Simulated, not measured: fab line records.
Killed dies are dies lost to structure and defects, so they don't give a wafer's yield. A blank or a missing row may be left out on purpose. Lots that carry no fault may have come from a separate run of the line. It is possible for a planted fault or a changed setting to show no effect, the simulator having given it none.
What tool caused it?	flow nand-harc	6 lots, 18 wafers sampled, at 5 steps of a route of 1302

WHAT THE GAUGES SHOWED, per wafer
NHARC_END_SORT_01.
lot	measured	on	killed-at-array
L295	day 25 11:46	prober-02	43 37 35
L293	day 25 05:36	prober-02	18 36 32
L299	day 27 12:36	prober-01	37 21 38
L301	day 28 11:32	prober-02	41 38 42
L308	day 30 10:28	prober-01	46 38 36
L314	day 33 15:07	prober-02	46 43 60

WHICH TOOL RAN EACH LOT (tool, then ch and the chambers of the sampled wafers, then the start)
lot	NHARC_A_CONTACT_ETCH_49	NHARC_A_CONTACT_ETCH_111	NHARC_A_CONTACT_ETCH_115	NHARC_A_CONTACT_ETCH_118
L295	rie-diel-02 ch 0,3, day 22 04:47	har-cap-etch-03 ch 1, day 22 06:28	har-cap-etch-03 ch 1, day 22 07:11	har-cap-etch-03 ch 1, day 22 07:41
L293	rie-diel-08 ch 0,2,3, day 22 05:23	har-cap-etch-03 ch 0,1, day 22 09:06	har-cap-etch-03 ch 0,1, day 22 09:48	har-cap-etch-03 ch 0,1, day 22 10:19
L299	rie-diel-08 ch 0,2,3, day 24 12:01	har-cap-etch-01 ch 0,1, day 24 13:40	har-cap-etch-01 ch 0,1, day 24 14:23	har-cap-etch-01 ch 0,1, day 24 14:54
L301	rie-diel-13 ch 1,2,3, day 25 11:32	har-cap-etch-03 ch 0,1, day 25 13:29	har-cap-etch-03 ch 0,1, day 25 14:11	har-cap-etch-03 ch 0,1, day 25 14:43
L308	rie-diel-02 ch 0,1, day 27 09:30	har-cap-etch-01 ch 0,1, day 27 11:10	har-cap-etch-01 ch 0,1, day 27 11:53	har-cap-etch-01 ch 0,1, day 27 12:23
L314	rie-diel-02 ch 1,2,3, day 30 15:01	har-cap-etch-03 ch 0,1, day 30 16:40	har-cap-etch-03 ch 0,1, day 30 17:23	har-cap-etch-03 ch 0,1, day 30 17:53
- NHARC_A_CONTACT_ETCH_49: etches the open film in N2/H2, target depth 260 nm, time 475.3 s.
- NHARC_A_CONTACT_ETCH_111: etches the open film in C4F8/O2/Ar, time 140 s, target depth 700 nm.
- NHARC_A_CONTACT_ETCH_115: etches the open film in C4F8/O2/Ar, time 190 s, target depth 1850 nm.
- NHARC_A_CONTACT_ETCH_118: etches the open film in C4F8/O2/Ar, time 190 s, target depth 1850 nm.

THE ANSWER, worked out from the rows above alone
Rule: what is usual is taken from the lots themselves. The widest of any qualifying gaps counts: lots, ordered by their means at a reading, are off when they make up no more than a third of the lots, leave a main group of 4 or more, and stand apart from it by 3 or more times the standard deviation of that group's means. A main group whose means are all the same, to the digits that the tables above print for the reading, isn't used. Also off: a lot with no number at a reading for which 4 or more lots have one. Where the step has rows for the other lots, those lots are counted as sound.
No lot is off on any of the readings shown, so nothing can be concluded from this.

WHAT THE SIMULATOR PUT IN
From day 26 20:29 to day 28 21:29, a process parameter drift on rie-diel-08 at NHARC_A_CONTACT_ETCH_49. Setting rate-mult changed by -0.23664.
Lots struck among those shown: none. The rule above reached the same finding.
